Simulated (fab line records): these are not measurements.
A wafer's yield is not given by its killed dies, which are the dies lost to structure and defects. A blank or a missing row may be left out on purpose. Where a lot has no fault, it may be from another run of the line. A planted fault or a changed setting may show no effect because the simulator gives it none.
Matching of chambers	flow n5_finfet	4 sister chambers for N5_HKMG_FIN_ETCH_67 on rie_diel-02
The step etches SOC in N2/H2, stops on TiN, target depth 388.9 nm. 16 wafers are shown with their chamber, then 8 later ones without.

== WAFERS PAIRED WITH THEIR CHAMBERS ==
wafer	chamber	drypump_motor_current_A (A)	throttle_valve_pct (%)	showerhead_plenum_p_Torr (Torr)
L076.1	2	5.2	17.50	2.66
L076.5	0	6.3	17.71	2.56
L076.6	1	5.5	18.21	2.53
L082.1	1	5.5	18.25	2.53
L082.2	0	6.3	17.74	2.55
L082.5	0	6.3	17.74	2.55
L086.1	0	6.3	17.75	2.55
L086.2	1	5.5	18.26	2.53
L086.4	1	5.5	18.26	2.53
L088.1	0	6.4	17.77	2.55
L088.2	1	5.5	18.28	2.52
L088.4	3	5.7	17.24	2.47
L092.3	0	6.4	17.78	2.54
L092.4	2	5.2	17.56	2.64
L092.5	2	5.2	17.56	2.64
L093.1	2	5.2	17.57	2.64

SIGNATURES (averages over the wafers above)
reading	chamber 0	chamber 1	chamber 2	chamber 3	scatter within a chamber
drypump_motor_current_A	6.333	5.500	5.200	5.700	0.0333
throttle_valve_pct	17.7483	18.2520	17.5475	17.2400	0.0271
showerhead_plenum_p_Torr	2.5500	2.5280	2.6450	2.4700	0.00695
Rule: a wafer's distance from a chamber is the root of the sum, over the readings, of the square of ((its reading less the chamber's mean) divided by the reading's scatter). The wafer belongs to the nearest chamber; if the next one is less than 2 further off, it can't be placed. The scatter: the root of (the sum of the squares of (reading less its chamber's mean) over the shown wafers, divided by (wafers less chambers)).

== WAFERS MISSING THEIR CHAMBER ==
wafer	drypump_motor_current_A (A)	throttle_valve_pct (%)	showerhead_plenum_p_Torr (Torr)
L093.3	5.7	17.27	2.47
L093.5	5.7	17.28	2.47
L094.1	5.2	17.57	2.64
L094.2	5.7	17.27	2.46
L094.3	6.4	17.79	2.54
L094.4	6.3	17.78	2.54
L094.5	5.7	17.28	2.46
L094.6	5.2	17.57	2.64

== THE CHAMBER EACH PASSED THROUGH ==
wafer	from the rows above	in truth
L093.3	3	3
L093.5	3	3
L094.1	2	2
L094.2	3	3
L094.3	0	0
L094.4	0	0
L094.5	3	3
L094.6	2	2
8 of 8 placed correctly. Number that these rows cannot place: 0. Placed wrongly: 0.
